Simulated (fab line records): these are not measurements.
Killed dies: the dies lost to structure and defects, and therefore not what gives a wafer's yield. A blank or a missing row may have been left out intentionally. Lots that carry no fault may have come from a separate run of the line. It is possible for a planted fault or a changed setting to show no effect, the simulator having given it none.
fab line records ; flow n5-finfet
record lots=24; wafers=72; last-day=18
route steps=1938 shown BEOL_M5@1177 BEOL_M6@1217 BEOL_M7@1263
lots that met no fault: from a run of the same line without faults
start-h: hours from the record's opening day to when the first of the lot's shown wafers began ; wait-h: how many hours have passed since the lot's step before this one ; " unchanged from the row above ; L1.1+2: several wafers, shown together as one row ; - no value, or no start given ; * or withheld: withheld ; < > ~ a bound
route shown NAME@n: NAME is a module with steps in the file, n the number in the route of the first one ; usual: average and standard deviation across the fault-free wafers ; same: alike in all rows ; chamber/n: place in a boat ; sites: the reading at each site ; _std_site: standard deviation of those values ; _edge_site: mean of outer sites minus mean of inner sites ; radius-mm: for every site, how far away it sits from the centre of the wafer ; mask NAME#n: copy n ; behind: the most recent tool/chamber to have shaped the wafer ; hold: cause of the lot's hold/its duration in hours/its outcome ; device: which transistor (n, p or np) failed to switch ; end of line: the route-end tests of the same wafers ; step lacking rows: just its recipe ; killed: count of dies lost to structure and defects at first sort (not the wafer's yield) ; map: per-die view of a wafer (x killed, . not killed, _ where there is no die)
set.NAME: setting as actually run; set.NAME@STEP: the setting as run at that earlier step ; model.NAME: the simulator's own value behind a step, which no gauge read
a sample of lots followed through the steps of the route, with each step as a table and each wafer as a row
services: when a tool's chamber went out of use (start-h, in hours from the record's first day, below 0 if earlier), for how many hours, and the reason
## steps
# step N5_BEOL_M5_SPUTTER_81
# recipe material=Cu; target-thk-a=150; temp-c=-20; chamber-pressure-pa=0.07; power-w=withheld; time-s=27.62
# usual throttle-valve-pct=30.3/1.3
lot.wafer;tool;chamber;start-h;wait-h;throttle-valve-pct
L074.1;pvd-sputter-01;-;182.57;0.5;31.5
L074.3;pvd-sputter-01;-;182.57;0.5;28.5
L074.6;pvd-sputter-01;-;182.57;0.5;31.4
L075.1;pvd-sputter-01;-;195.92;0.5;28.6
L075.3;pvd-sputter-01;-;195.92;0.5;32.0
L075.4;pvd-sputter-01;-;195.92;0.5;31.5
L076.1;pvd-sputter-03;-;203.90;0.5;28.7
L076.3;pvd-sputter-03;-;203.90;0.5;28.9
L076.6;pvd-sputter-03;-;203.90;0.5;28.6
L077.1;pvd-sputter-01;-;204.50;0.5;31.6
L077.3;pvd-sputter-01;-;204.50;0.5;32.0
L077.6;pvd-sputter-01;-;204.50;0.5;28.6
L079.1;pvd-sputter-02;-;207.94;0.5;30.6
L079.3;pvd-sputter-02;-;207.94;0.5;30.0
L079.4;pvd-sputter-02;-;207.94;0.5;30.7
L078.2;pvd-sputter-01;-;209.63;0.5;31.4
L078.4;pvd-sputter-01;-;209.63;0.5;32.3
L078.5;pvd-sputter-01;-;209.63;0.5;32.1
L080.2;pvd-sputter-01;-;225.24;0.5;31.6
L080.4;pvd-sputter-01;-;225.24;0.5;30.2
L080.5;pvd-sputter-01;-;225.24;0.5;31.9
L081.1;pvd-sputter-03;-;225.42;0.5;32.1
L081.4;pvd-sputter-03;-;225.42;0.5;31.6
L081.5;pvd-sputter-03;-;225.42;0.5;28.7
L083.1;pvd-sputter-03;-;232.62;0.5;28.4
L083.5;pvd-sputter-03;-;232.62;0.5;32.0
L083.6;pvd-sputter-03;-;232.62;0.5;31.6
L082.1;pvd-sputter-02;-;234.71;0.5;29.0
L082.3;pvd-sputter-02;-;234.71;0.5;30.9
L082.5;pvd-sputter-02;-;234.71;0.5;30.8
L084.2;pvd-sputter-03;-;242.28;0.5;31.4
L084.3;pvd-sputter-03;-;242.28;0.5;29.0
L084.5;pvd-sputter-03;-;242.28;0.5;31.6
L085.3;pvd-sputter-02;-;242.37;0.5;28.9
L085.5;pvd-sputter-02;-;242.37;0.5;30.4
L085.6;pvd-sputter-02;-;242.37;0.5;28.9
L086.1;pvd-sputter-01;-;260.23;0.5;30.3
L086.3;pvd-sputter-01;-;260.23;0.5;28.5
L086.4;pvd-sputter-01;-;260.23;0.5;32.1
L087.2;pvd-sputter-02;-;264.72;0.5;30.5
L087.3;pvd-sputter-02;-;264.72;0.5;28.9
L087.5;pvd-sputter-02;-;264.72;0.5;30.8
L089.1;pvd-sputter-02;-;269.53;0.5;29.9
L089.5;pvd-sputter-02;-;269.53;0.5;31.1
L089.6;pvd-sputter-02;-;269.53;0.5;30.7
L088.1;pvd-sputter-02;-;276.11;0.5;30.1
L088.4;pvd-sputter-02;-;276.11;0.5;30.5
L088.5;pvd-sputter-02;-;276.11;0.5;30.2
L091.3;pvd-sputter-03;-;278.18;0.5;32.1
L091.4;pvd-sputter-03;-;278.18;0.5;29.2
L091.6;pvd-sputter-03;-;278.18;0.5;32.2
L090.1;pvd-sputter-01;-;286.63;0.5;32.0
L090.3;pvd-sputter-01;-;286.63;0.5;28.0
L090.5;pvd-sputter-01;-;286.63;0.5;30.2
L093.3;pvd-sputter-02;-;297.24;0.5;29.2
L093.4;pvd-sputter-02;-;297.24;0.5;30.1
L093.6;pvd-sputter-02;-;297.24;0.5;30.1
L092.3;pvd-sputter-01;-;301.11;0.5;30.3
L092.4;pvd-sputter-01;-;301.11;0.5;31.9
L092.6;pvd-sputter-01;-;301.11;0.5;28.7
L094.1;pvd-sputter-03;-;313.45;0.5;28.5
L094.5;pvd-sputter-03;-;313.45;0.5;32.1
L094.6;pvd-sputter-03;-;313.45;0.5;31.6
L096.1;pvd-sputter-01;-;320.17;0.5;31.3
L096.5;pvd-sputter-01;-;320.17;0.5;28.5
L096.6;pvd-sputter-01;-;320.17;0.5;31.7
L095.2;pvd-sputter-02;-;320.47;0.5;29.1
L095.4;pvd-sputter-02;-;320.47;0.5;30.1
L095.6;pvd-sputter-02;-;320.47;0.5;30.9
L097.1;pvd-sputter-01;-;330.09;0.5;28.1
L097.2;pvd-sputter-01;-;330.09;0.5;31.8
L097.3;pvd-sputter-01;-;330.09;0.5;31.4
# step N5_BEOL_M5_RS_MEAS_57
# recipe thk-meas-gauge=four-point-probe; reads=Co_of_BEOL_M5_CO_CAP_78+Cu_of_BEOL_M5_ECD_50+Co_of_BEOL_M5_CVD_47+TaN_of_BEOL_M5_ALD_86
# usual M5_RS=0.384/0.011
lot.wafer;tool;chamber;start-h;wait-h;M5_RS[ohm/sq]
L074.1;film-metro-02;-;189.05;0.0;0.368
L074.3;film-metro-02;-;189.05;0.0;0.379
L074.6;film-metro-02;-;189.05;0.0;0.368
L075.1;film-metro-02;-;200.24;0.0;0.378
L075.3;film-metro-02;-;200.24;0.0;0.377
L075.4;film-metro-02;-;200.24;0.0;0.395
L076.1;film-metro-02;-;208.23;0.0;0.395
L076.3;film-metro-02;-;208.23;0.0;0.403
L076.6;film-metro-02;-;208.23;0.0;0.395
L077.1;film-metro-01;-;208.82;0.0;0.412
L077.3;film-metro-01;-;208.82;0.0;0.396
L077.6;film-metro-01;-;208.82;0.0;0.395
L079.1;film-metro-02;-;212.26;0.0;0.385
L079.3;film-metro-02;-;212.26;0.0;0.382
L079.4;film-metro-02;-;212.26;0.0;0.406
L078.2;film-metro-02;-;214.16;0.1;0.388
L078.4;film-metro-02;-;214.16;0.1;0.371
L078.5;film-metro-02;-;214.16;0.1;0.363
L080.2;film-metro-02;-;229.78;0.1;0.376
L080.4;film-metro-02;-;229.78;0.1;0.373
L080.5;film-metro-02;-;229.78;0.1;0.380
L081.1;film-metro-02;-;230.22;0.1;0.365
L081.4;film-metro-02;-;230.22;0.1;0.373
L081.5;film-metro-02;-;230.22;0.1;0.371
L083.1;film-metro-02;-;236.98;0.0;0.380
L083.5;film-metro-02;-;236.98;0.0;0.382
L083.6;film-metro-02;-;236.98;0.0;0.388
L082.1;film-metro-02;-;239.03;0.0;0.369
L082.3;film-metro-02;-;239.03;0.0;0.387
L082.5;film-metro-02;-;239.03;0.0;0.364
L084.2;film-metro-01;-;246.66;0.1;0.379
L084.3;film-metro-01;-;246.66;0.1;0.373
L084.5;film-metro-01;-;246.66;0.1;0.374
L085.3;film-metro-01;-;246.72;0.1;0.411
L085.5;film-metro-01;-;246.72;0.1;0.381
L085.6;film-metro-01;-;246.72;0.1;0.410
L086.1;film-metro-01;-;264.68;0.0;0.402
L086.3;film-metro-01;-;264.68;0.0;0.389
L086.4;film-metro-01;-;264.68;0.0;0.376
L087.2;film-metro-01;-;269.17;0.1;0.386
L087.3;film-metro-01;-;269.17;0.1;0.386
L087.5;film-metro-01;-;269.17;0.1;0.373
L089.1;film-metro-02;-;273.84;0.0;0.389
L089.5;film-metro-02;-;273.84;0.0;0.381
L089.6;film-metro-02;-;273.84;0.0;0.391
L088.1;film-metro-02;-;280.44;0.0;0.405
L088.4;film-metro-02;-;280.44;0.0;0.392
L088.5;film-metro-02;-;280.44;0.0;0.383
L091.3;film-metro-01;-;283.46;0.1;0.391
L091.4;film-metro-01;-;283.46;0.1;0.386
L091.6;film-metro-01;-;283.46;0.1;0.397
L090.1;film-metro-02;-;291.02;0.0;0.388
L090.3;film-metro-02;-;291.02;0.0;0.366
L090.5;film-metro-02;-;291.02;0.0;0.384
L093.3;film-metro-01;-;301.93;0.1;0.386
L093.4;film-metro-01;-;301.93;0.1;0.397
L093.6;film-metro-01;-;301.93;0.1;0.396
L092.3;film-metro-01;-;305.51;0.1;0.381
L092.4;film-metro-01;-;305.51;0.1;0.384
L092.6;film-metro-01;-;305.51;0.1;0.387
L094.1;film-metro-01;-;318.06;0.0;0.374
L094.5;film-metro-01;-;318.06;0.0;0.371
L094.6;film-metro-01;-;318.06;0.0;0.370
L096.1;film-metro-02;-;324.50;0.0;0.399
L096.5;film-metro-02;-;324.50;0.0;0.386
L096.6;film-metro-02;-;324.50;0.0;0.392
L095.2;film-metro-02;-;325.36;0.1;0.378
L095.4;film-metro-02;-;325.36;0.1;0.379
L095.6;film-metro-02;-;325.36;0.1;0.386
L097.1;film-metro-01;-;334.46;0.0;0.397
L097.2;film-metro-01;-;334.46;0.0;0.398
L097.3;film-metro-01;-;334.46;0.0;0.412
# step N5_BEOL_M6_CD_MEAS_18
# recipe pitch-nm=80; target-cd-nm=40
# usual cd-nm=39.9/0.58
lot.wafer;tool;chamber;start-h;wait-h;cd-nm
L074.1;cd-sem-01;-;192.14;0.0;39.9
L074.3;cd-sem-01;-;192.14;0.0;40.1
L074.6;cd-sem-01;-;192.14;0.0;39.9
L075.1;cd-sem-02;-;203.56;0.1;40.2
L075.3;cd-sem-02;-;203.56;0.1;39.3
L075.4;cd-sem-02;-;203.56;0.1;39.2
L076.1;cd-sem-03;-;213.09;0.0;38.6
L076.3;cd-sem-03;-;213.09;0.0;39.3
L076.6;cd-sem-03;-;213.09;0.0;39.9
L077.1;cd-sem-02;-;213.51;0.0;39.8
L077.3;cd-sem-02;-;213.51;0.0;38.8
L077.6;cd-sem-02;-;213.51;0.0;39.5
L079.1;cd-sem-03;-;216.79;0.0;39.8
L079.3;cd-sem-03;-;216.79;0.0;40.1
L079.4;cd-sem-03;-;216.79;0.0;39.3
L078.2;cd-sem-01;-;217.68;0.1;39.6
L078.4;cd-sem-01;-;217.68;0.1;39.3
L078.5;cd-sem-01;-;217.68;0.1;39.6
L080.2;cd-sem-01;-;232.60;0.1;39.7
L080.4;cd-sem-01;-;232.60;0.1;39.2
L080.5;cd-sem-01;-;232.60;0.1;39.2
L081.1;cd-sem-01;-;234.13;0.0;40.4
L081.4;cd-sem-01;-;234.13;0.0;39.4
L081.5;cd-sem-01;-;234.13;0.0;41.0
L083.1;cd-sem-01;-;240.16;0.0;40.9
L083.5;cd-sem-01;-;240.16;0.0;40.7
L083.6;cd-sem-01;-;240.16;0.0;40.9
L082.1;cd-sem-03;-;242.33;0.0;40.0
L082.3;cd-sem-03;-;242.33;0.0;38.2
L082.5;cd-sem-03;-;242.33;0.0;39.9
L084.2;cd-sem-03;-;250.22;0.1;39.9
L084.3;cd-sem-03;-;250.22;0.1;39.5
L084.5;cd-sem-03;-;250.22;0.1;40.8
L085.3;cd-sem-02;-;250.71;0.1;39.2
L085.5;cd-sem-02;-;250.71;0.1;39.9
L085.6;cd-sem-02;-;250.71;0.1;39.7
L086.1;cd-sem-02;-;268.17;0.0;39.8
L086.3;cd-sem-02;-;268.17;0.0;39.6
L086.4;cd-sem-02;-;268.17;0.0;39.9
L087.2;cd-sem-03;-;273.26;0.1;39.5
L087.3;cd-sem-03;-;273.26;0.1;39.4
L087.5;cd-sem-03;-;273.26;0.1;40.4
L089.1;cd-sem-01;-;278.53;0.0;40.7
L089.5;cd-sem-01;-;278.53;0.0;39.9
L089.6;cd-sem-01;-;278.53;0.0;40.6
L088.1;cd-sem-03;-;282.84;0.0;40.2
L088.4;cd-sem-03;-;282.84;0.0;40.3
L088.5;cd-sem-03;-;282.84;0.0;40.5
L091.3;cd-sem-02;-;286.52;0.1;40.5
L091.4;cd-sem-02;-;286.52;0.1;39.4
L091.6;cd-sem-02;-;286.52;0.1;39.7
L090.1;cd-sem-02;-;293.61;0.0;39.4
L090.3;cd-sem-02;-;293.61;0.0;39.9
L090.5;cd-sem-02;-;293.61;0.0;38.3
L093.3;cd-sem-03;-;304.24;0.1;39.8
L093.4;cd-sem-03;-;304.24;0.1;40.3
L093.6;cd-sem-03;-;304.24;0.1;39.5
L092.3;cd-sem-01;-;309.07;0.1;40.1
L092.4;cd-sem-01;-;309.07;0.1;40.8
L092.6;cd-sem-01;-;309.07;0.1;39.8
L094.1;cd-sem-02;-;320.04;0.0;39.9
L094.5;cd-sem-02;-;320.04;0.0;40.1
L094.6;cd-sem-02;-;320.04;0.0;40.3
L096.1;cd-sem-01;-;328.33;0.0;40.3
L096.5;cd-sem-01;-;328.33;0.0;40.6
L096.6;cd-sem-01;-;328.33;0.0;40.2
L095.2;cd-sem-03;-;328.94;0.1;40.3
L095.4;cd-sem-03;-;328.94;0.1;40.2
L095.6;cd-sem-03;-;328.94;0.1;39.4
L097.1;cd-sem-01;-;337.98;0.0;39.7
L097.2;cd-sem-01;-;337.98;0.0;40.4
L097.3;cd-sem-01;-;337.98;0.0;39.9
# step N5_BEOL_M6_SPUTTER_48
# recipe material=Cu; target-thk-a=100; temp-c=-20; bias-v=60; power-w=26000; chamber-pressure-pa=0.13; time-s=1.667
# usual throttle-valve-pct=30.3/1.3
lot.wafer;tool;chamber;start-h;wait-h;throttle-valve-pct
L074.1;pvd-sputter-02;-;198.08;0.1;30.1
L074.3;pvd-sputter-02;-;198.08;0.1;30.7
L074.6;pvd-sputter-02;-;198.08;0.1;29.2
L075.1;pvd-sputter-03;-;208.26;0.3;28.8
L075.3;pvd-sputter-03;-;208.26;0.3;31.9
L075.4;pvd-sputter-03;-;208.26;0.3;28.7
L076.1;pvd-sputter-02;-;218.86;0.2;30.1
L076.3;pvd-sputter-02;-;218.86;0.2;29.0
L076.6;pvd-sputter-02;-;218.86;0.2;30.9
L077.1;pvd-sputter-01;-;220.67;0.1;32.3
L077.3;pvd-sputter-01;-;220.67;0.1;31.3
L077.6;pvd-sputter-01;-;220.67;0.1;28.4
L079.1;pvd-sputter-03;-;221.38;0.1;28.7
L079.3;pvd-sputter-03;-;221.38;0.1;28.3
L079.4;pvd-sputter-03;-;221.38;0.1;32.2
L078.2;pvd-sputter-03;-;222.60;0.4;31.5
L078.4;pvd-sputter-03;-;222.60;0.4;28.8
L078.5;pvd-sputter-03;-;222.60;0.4;28.9
L080.2;pvd-sputter-03;-;237.34;0.2;28.9
L080.4;pvd-sputter-03;-;237.34;0.2;32.1
L080.5;pvd-sputter-03;-;237.34;0.2;28.6
L081.1;pvd-sputter-01;-;241.09;0.1;28.4
L081.4;pvd-sputter-01;-;241.09;0.1;32.2
L081.5;pvd-sputter-01;-;241.09;0.1;28.6
L083.1;pvd-sputter-01;-;245.06;0.2;32.3
L083.5;pvd-sputter-01;-;245.06;0.2;31.2
L083.6;pvd-sputter-01;-;245.06;0.2;31.8
L082.1;pvd-sputter-01;-;246.71;0.1;32.0
L082.3;pvd-sputter-01;-;246.71;0.1;31.4
L082.5;pvd-sputter-01;-;246.71;0.1;32.2
L084.2;pvd-sputter-02;-;253.55;0.1;30.7
L084.3;pvd-sputter-02;-;253.55;0.1;28.8
L084.5;pvd-sputter-02;-;253.55;0.1;31.0
L085.3;pvd-sputter-01;-;254.64;0.8;31.2
L085.5;pvd-sputter-01;-;254.64;0.8;28.6
L085.6;pvd-sputter-01;-;254.64;0.8;30.6
L086.1;pvd-sputter-01;-;273.81;0.2;31.4
L086.3;pvd-sputter-01;-;273.81;0.2;32.0
L086.4;pvd-sputter-01;-;273.81;0.2;28.7
L087.2;pvd-sputter-03;-;276.74;1.3;32.0
L087.3;pvd-sputter-03;-;276.74;1.3;28.4
L087.5;pvd-sputter-03;-;276.74;1.3;31.5
L089.1;pvd-sputter-01;-;281.95;0.1;31.3
L089.5;pvd-sputter-01;-;281.95;0.1;30.1
L089.6;pvd-sputter-01;-;281.95;0.1;31.9
L088.1;pvd-sputter-03;-;286.50;0.2;28.4
L088.4;pvd-sputter-03;-;286.50;0.2;32.2
L088.5;pvd-sputter-03;-;286.50;0.2;29.0
L091.3;pvd-sputter-01;-;293.50;0.1;31.8
L091.4;pvd-sputter-01;-;293.50;0.1;30.2
L091.6;pvd-sputter-01;-;293.50;0.1;28.2
L090.1;pvd-sputter-01;-;296.82;0.2;31.6
L090.3;pvd-sputter-01;-;296.82;0.2;30.5
L090.5;pvd-sputter-01;-;296.82;0.2;31.9
L093.3;pvd-sputter-01;-;308.31;0.1;28.6
L093.4;pvd-sputter-01;-;308.31;0.1;30.3
L093.6;pvd-sputter-01;-;308.31;0.1;31.5
L092.3;pvd-sputter-01;-;312.61;0.2;30.1
L092.4;pvd-sputter-01;-;312.61;0.2;31.9
L092.6;pvd-sputter-01;-;312.61;0.2;28.3
L094.1;pvd-sputter-01;-;325.70;0.3;30.4
L094.5;pvd-sputter-01;-;325.70;0.3;31.4
L094.6;pvd-sputter-01;-;325.70;0.3;28.6
L096.1;pvd-sputter-02;-;336.56;0.2;29.0
L096.5;pvd-sputter-02;-;336.56;0.2;30.8
L096.6;pvd-sputter-02;-;336.56;0.2;28.8
L095.2;pvd-sputter-02;-;336.68;0.2;30.4
L095.4;pvd-sputter-02;-;336.68;0.2;30.3
L095.6;pvd-sputter-02;-;336.68;0.2;30.9
L097.1;pvd-sputter-01;-;343.07;0.4;28.4
L097.2;pvd-sputter-01;-;343.07;0.4;30.1
L097.3;pvd-sputter-01;-;343.07;0.4;31.3
# step N5_BEOL_M7_ILD_DEP_00
# recipe material=SiCOH_lowk; target-thk-a=1797.5; temp-c=300; precursor=DEMS/porogen; pressure-torr=5; rf-w=500; time-s=33.4
# usual heater-power-w=294/63; showerhead-plenum-p-Torr=5.737/0.0098; showerhead-vpp-V=1360/61; throttle-valve-pct=13.6/0.66
lot.wafer;tool;chamber;start-h;wait-h;heater-power-w;showerhead-plenum-p-Torr;showerhead-vpp-V;throttle-valve-pct
L074.1;pecvd-02;0;199.29;0.0;302;5.734;1394;14.0
L074.3;pecvd-02;2;199.29;0.0;238;5.738;1369;13.2
L074.6;pecvd-02;0;199.29;0.0;296;5.733;1388;14.4
L075.1;pecvd-02;1;209.42;0.0;311;5.715;1293;12.8
L075.3;pecvd-02;0;209.42;0.0;320;5.734;1428;14.1
L075.4;pecvd-02;0;209.42;0.0;321;5.738;1414;14.4
L076.1;pecvd-04;1;220.09;0.0;323;5.722;1358;13.5
L076.3;pecvd-04;2;220.09;0.0;263;5.738;1354;12.9
L076.6;pecvd-04;2;220.09;0.0;263;5.727;1403;12.8
L077.1;pecvd-02;2;221.73;0.0;242;5.742;1385;13.3
L077.3;pecvd-02;0;221.73;0.0;283;5.724;1403;14.5
L077.6;pecvd-02;1;221.73;0.0;281;5.728;1283;12.9
L079.1;pecvd-04;1;222.90;0.0;347;5.728;1346;13.4
L079.3;pecvd-04;1;222.90;0.0;344;5.719;1330;13.6
L079.4;pecvd-04;2;222.90;0.0;250;5.736;1384;12.7
L078.2;pecvd-03;0;223.77;0.0;390;5.719;1225;14.5
L078.4;pecvd-03;0;223.77;0.0;391;5.708;1231;14.7
L078.5;pecvd-03;2;223.77;0.0;199;5.752;1341;13.2
L080.2;pecvd-03;2;238.37;0.0;191;5.759;1354;12.9
L080.4;pecvd-03;0;238.37;0.0;430;5.725;1227;14.7
L080.5;pecvd-03;1;238.37;0.0;219;5.732;1440;13.4
L081.1;pecvd-02;0;242.08;0.0;309;5.733;1400;14.4
L081.4;pecvd-02;0;242.08;0.0;318;5.748;1390;14.4
L081.5;pecvd-02;1;242.08;0.0;327;5.727;1301;13.1
L083.1;pecvd-02;2;246.09;0.0;303;5.747;1392;13.4
L083.5;pecvd-02;0;246.09;0.0;279;5.752;1431;14.2
L083.6;pecvd-02;1;246.09;0.0;311;5.732;1309;13.1
L082.1;pecvd-03;2;248.03;0.0;231;5.754;1394;13.1
L082.3;pecvd-03;1;248.03;0.0;206;5.736;1419;13.6
L082.5;pecvd-03;0;248.03;0.0;381;5.734;1228;14.9
L084.2;pecvd-03;0;254.56;0.0;424;5.733;1228;14.6
L084.3;pecvd-03;1;254.56;0.0;210;5.733;1424;13.5
L084.5;pecvd-03;2;254.56;0.0;228;5.739;1367;13.1
L085.3;pecvd-03;0;255.96;0.0;383;5.737;1229;14.4
L085.5;pecvd-03;1;255.96;0.0;176;5.737;1424;13.4
L085.6;pecvd-03;2;255.96;0.0;229;5.752;1390;13.0
L086.1;pecvd-04;1;274.93;0.0;339;5.728;1343;13.5
L086.3;pecvd-04;2;274.93;0.0;288;5.742;1369;12.8
L086.4;pecvd-04;1;274.93;0.0;350;5.738;1358;13.6
L087.2;pecvd-02;0;277.81;0.0;311;5.742;1406;14.3
L087.3;pecvd-02;1;277.81;0.0;303;5.747;1330;13.0
L087.5;pecvd-02;1;277.81;0.0;299;5.736;1288;13.1
L089.1;pecvd-02;2;283.12;0.0;294;5.738;1391;13.3
L089.5;pecvd-02;0;283.12;0.0;307;5.742;1397;14.1
L089.6;pecvd-02;2;283.12;0.0;300;5.753;1392;13.6
L088.1;pecvd-03;0;287.62;0.0;432;5.742;1248;14.9
L088.4;pecvd-03;0;287.62;0.0;426;5.723;1239;14.7
L088.5;pecvd-03;2;287.62;0.0;174;5.755;1356;13.0
L091.3;pecvd-04;0;294.80;0.1;332;5.748;1391;14.6
L091.4;pecvd-04;1;294.80;0.1;357;5.734;1363;13.9
L091.6;pecvd-04;0;294.80;0.1;323;5.745;1394;14.2
L090.1;pecvd-02;2;297.82;0.0;282;5.746;1391;13.6
L090.3;pecvd-02;1;297.82;0.0;346;5.732;1289;13.0
L090.5;pecvd-02;0;297.82;0.0;290;5.732;1420;14.4
L093.3;pecvd-04;2;309.31;0.0;300;5.740;1367;12.9
L093.4;pecvd-04;1;309.31;0.0;363;5.736;1345;13.5
L093.6;pecvd-04;0;309.31;0.0;370;5.745;1393;14.6
L092.3;pecvd-04;0;313.62;0.0;372;5.730;1375;14.6
L092.4;pecvd-04;1;313.62;0.0;311;5.722;1354;13.7
L092.6;pecvd-04;2;313.62;0.0;290;5.720;1375;13.0
L094.1;pecvd-03;1;327.13;0.0;194;5.747;1429;13.7
L094.5;pecvd-03;2;327.13;0.0;230;5.740;1375;13.2
L094.6;pecvd-03;0;327.13;0.0;346;5.726;1227;14.8
L096.1;pecvd-03;2;337.58;0.0;224;5.742;1370;13.2
L096.5;pecvd-03;1;337.58;0.0;214;5.740;1424;13.5
L096.6;pecvd-03;2;337.58;0.0;227;5.746;1388;13.0
L095.2;pecvd-02;1;337.87;0.0;312;5.734;1301;13.0
L095.4;pecvd-02;1;337.87;0.0;310;5.751;1296;12.7
L095.6;pecvd-02;2;337.87;0.0;300;5.734;1373;13.7
L097.1;pecvd-04;1;344.32;0.0;324;5.728;1356;13.5
L097.2;pecvd-04;2;344.32;0.0;287;5.736;1389;13.0
L097.3;pecvd-04;2;344.32;0.0;285;5.733;1356;12.9
# step N5_BEOL_M7_CD_MEAS_11
# recipe target-cd-nm=38.5; landing-energy-ev=500; detector=se-inlens; polarity=opening
# usual cd-nm=38.3/0.43
lot.wafer;tool;chamber;start-h;wait-h;cd-nm
L074.1;cd-sem-03;0;202.00;-;38.1
L074.3;cd-sem-03;0;202.00;-;38.3
L074.6;cd-sem-03;0;202.00;-;37.9
L075.1;cd-sem-02;0;213.02;-;38.8
L075.3;cd-sem-02;0;213.02;-;38.2
L075.4;cd-sem-02;0;213.02;-;38.7
L076.1;cd-sem-01;0;222.56;-;38.5
L076.3;cd-sem-01;0;222.56;-;38.5
L076.6;cd-sem-01;0;222.56;-;38.9
L077.1;cd-sem-02;0;223.59;-;39.2
L077.3;cd-sem-02;0;223.59;-;39.4
L077.6;cd-sem-02;0;223.59;-;39.2
L079.1;cd-sem-03;0;224.15;-;38.9
L079.3;cd-sem-03;0;224.15;-;38.7
L079.4;cd-sem-03;0;224.15;-;38.3
L078.2;cd-sem-03;0;228.47;-;38.4
L078.4;cd-sem-03;0;228.47;-;38.0
L078.5;cd-sem-03;0;228.47;-;38.0
L080.2;cd-sem-02;0;241.38;-;37.4
L080.4;cd-sem-02;0;241.38;-;38.2
L080.5;cd-sem-02;0;241.38;-;38.2
L081.1;cd-sem-02;0;246.85;-;38.7
L081.4;cd-sem-02;0;246.85;-;38.0
L081.5;cd-sem-02;0;246.85;-;38.0
L083.1;cd-sem-01;0;247.16;-;39.2
L083.5;cd-sem-01;0;247.16;-;38.5
L083.6;cd-sem-01;0;247.16;-;39.0
L082.1;cd-sem-01;0;249.49;-;38.3
L082.3;cd-sem-01;0;249.49;-;38.8
L082.5;cd-sem-01;0;249.49;-;38.4
L084.2;cd-sem-01;0;256.58;-;38.0
L084.3;cd-sem-01;0;256.58;-;37.8
L084.5;cd-sem-01;0;256.58;-;38.7
L085.3;cd-sem-03;0;258.43;-;38.2
L085.5;cd-sem-03;0;258.43;-;37.7
L085.6;cd-sem-03;0;258.43;-;38.2
L086.1;cd-sem-02;0;278.11;-;38.3
L086.3;cd-sem-02;0;278.11;-;38.5
L086.4;cd-sem-02;0;278.11;-;39.2
L087.2;cd-sem-03;0;279.02;-;37.6
L087.3;cd-sem-03;0;279.02;-;37.6
L087.5;cd-sem-03;0;279.02;-;38.1
L089.1;cd-sem-02;0;285.38;-;38.4
L089.5;cd-sem-02;0;285.38;-;38.2
L089.6;cd-sem-02;0;285.38;-;38.7
L088.1;cd-sem-01;0;292.63;-;38.5
L088.4;cd-sem-01;0;292.63;-;38.3
L088.5;cd-sem-01;0;292.63;-;37.9
L091.3;cd-sem-01;0;296.33;-;38.3
L091.4;cd-sem-01;0;296.33;-;38.7
L091.6;cd-sem-01;0;296.33;-;37.9
L090.1;cd-sem-01;0;303.08;-;37.9
L090.3;cd-sem-01;0;303.08;-;37.8
L090.5;cd-sem-01;0;303.08;-;38.4
L093.3;cd-sem-01;0;311.66;-;39.5
L093.4;cd-sem-01;0;311.66;-;38.7
L093.6;cd-sem-01;0;311.66;-;39.2
L092.3;cd-sem-03;0;315.50;-;38.6
L092.4;cd-sem-03;0;315.50;-;38.8
L092.6;cd-sem-03;0;315.50;-;37.9
L094.1;cd-sem-03;0;328.33;-;38.5
L094.5;cd-sem-03;0;328.33;-;39.1
L094.6;cd-sem-03;0;328.33;-;38.1
L096.1;cd-sem-03;0;339.39;-;37.8
L096.5;cd-sem-03;0;339.39;-;38.2
L096.6;cd-sem-03;0;339.39;-;38.0
L095.2;cd-sem-02;0;341.98;-;38.1
L095.4;cd-sem-02;0;341.98;-;38.7
L095.6;cd-sem-02;0;341.98;-;38.4
L097.1;cd-sem-01;0;345.64;-;37.8
L097.2;cd-sem-01;0;345.64;-;37.8
L097.3;cd-sem-01;0;345.64;-;38.1
## services
tool;chamber;start-h;hours;kind
pecvd-04;2;165.21;5.5;scheduled-down
pecvd-04;1;178.00;2.1;scheduled-down
pvd-sputter-03;-;178.36;1.0;repair
pecvd-04;2;180.13;2.1;scheduled-down
pecvd-03;2;209.24;13.2;repair
pecvd-02;1;209.88;2.1;scheduled-down
pecvd-04;0;214.44;25.6;repair
pecvd-02;2;223.44;4.2;repair
pecvd-04;2;242.61;6.9;repair
pecvd-03;1;260.12;40.9;repair
pecvd-03;-;276.82;6.0;pm
pecvd-02;2;278.43;2.1;scheduled-down
pecvd-04;2;289.93;9.3;repair
pecvd-02;-;292.26;5.5;pm
pecvd-03;-;298.20;0.8;repair
pvd-sputter-03;-;332.92;11.1;repair
pecvd-03;0;336.45;5.0;scheduled-down
pecvd-04;0;337.05;16.5;scheduled-down
## key
fault none
